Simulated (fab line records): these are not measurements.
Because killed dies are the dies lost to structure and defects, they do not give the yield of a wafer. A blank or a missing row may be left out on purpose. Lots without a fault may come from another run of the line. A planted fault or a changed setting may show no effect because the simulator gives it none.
Matching of chambers || flow nand-harc || rie-diel-12 running NHARC_A_BONDPAD_STRIP_15: 4 sister chambers
The step strips in O2. 4 wafers are shown with their chamber, then 11 later ones without.

WAFERS PAIRED WITH THEIR CHAMBERS
{"wafer": "L087.2", "chamber": 1, "drypump-motor-current-A (A)": 5.8}
{"wafer": "L087.3", "chamber": 3, "drypump-motor-current-A (A)": 6.6}
{"wafer": "L087.4", "chamber": 0, "drypump-motor-current-A (A)": 5.5}
{"wafer": "L091.2", "chamber": 2, "drypump-motor-current-A (A)": 5.1}

WAFERS WHOSE CHAMBER IS MISSING
{"wafer": "L091.3", "drypump-motor-current-A (A)": 6.5}
{"wafer": "L091.4", "drypump-motor-current-A (A)": 5.8}
{"wafer": "L092.1", "drypump-motor-current-A (A)": 5.1}
{"wafer": "L092.2", "drypump-motor-current-A (A)": 6.5}
{"wafer": "L092.5", "drypump-motor-current-A (A)": 5.8}
{"wafer": "L095.1", "drypump-motor-current-A (A)": 6.5}
{"wafer": "L095.2", "drypump-motor-current-A (A)": 5.1}
{"wafer": "L095.4", "drypump-motor-current-A (A)": 5.1}
{"wafer": "L096.1", "drypump-motor-current-A (A)": 5.5}
{"wafer": "L096.3", "drypump-motor-current-A (A)": 5.1}
{"wafer": "L096.6", "drypump-motor-current-A (A)": 6.5}

CHAMBER TAKEN BY EACH
{"wafer": "L091.3", "from the rows above": 3, "in truth": 3}
{"wafer": "L091.4", "from the rows above": 1, "in truth": 1}
{"wafer": "L092.1", "from the rows above": 2, "in truth": 2}
{"wafer": "L092.2", "from the rows above": 3, "in truth": 3}
{"wafer": "L092.5", "from the rows above": 1, "in truth": 1}
{"wafer": "L095.1", "from the rows above": 3, "in truth": 3}
{"wafer": "L095.2", "from the rows above": 2, "in truth": 2}
{"wafer": "L095.4", "from the rows above": 2, "in truth": 2}
{"wafer": "L096.1", "from the rows above": 0, "in truth": 0}
{"wafer": "L096.3", "from the rows above": 2, "in truth": 2}
{"wafer": "L096.6", "from the rows above": 3, "in truth": 3}
Placed correctly: 11 of 11. Left unplaced by these rows: 0. Placed wrongly: 0.
How it was worked out, from the rows above alone: a wafer's distance from a chamber is the root of the sum, over the readings, of the square of ((its reading less the chamber's mean) divided by the reading's scatter). If the next closest chamber is less than 2 further off than the closest, the wafer can't be placed; otherwise it belongs to the closest. For every chamber, the mean is computed from those of its wafers that are shown. The scatter (one wafer shown for each chamber): square how far every hidden wafer sits from the nearest shown wafer, average those squares and take the square root.
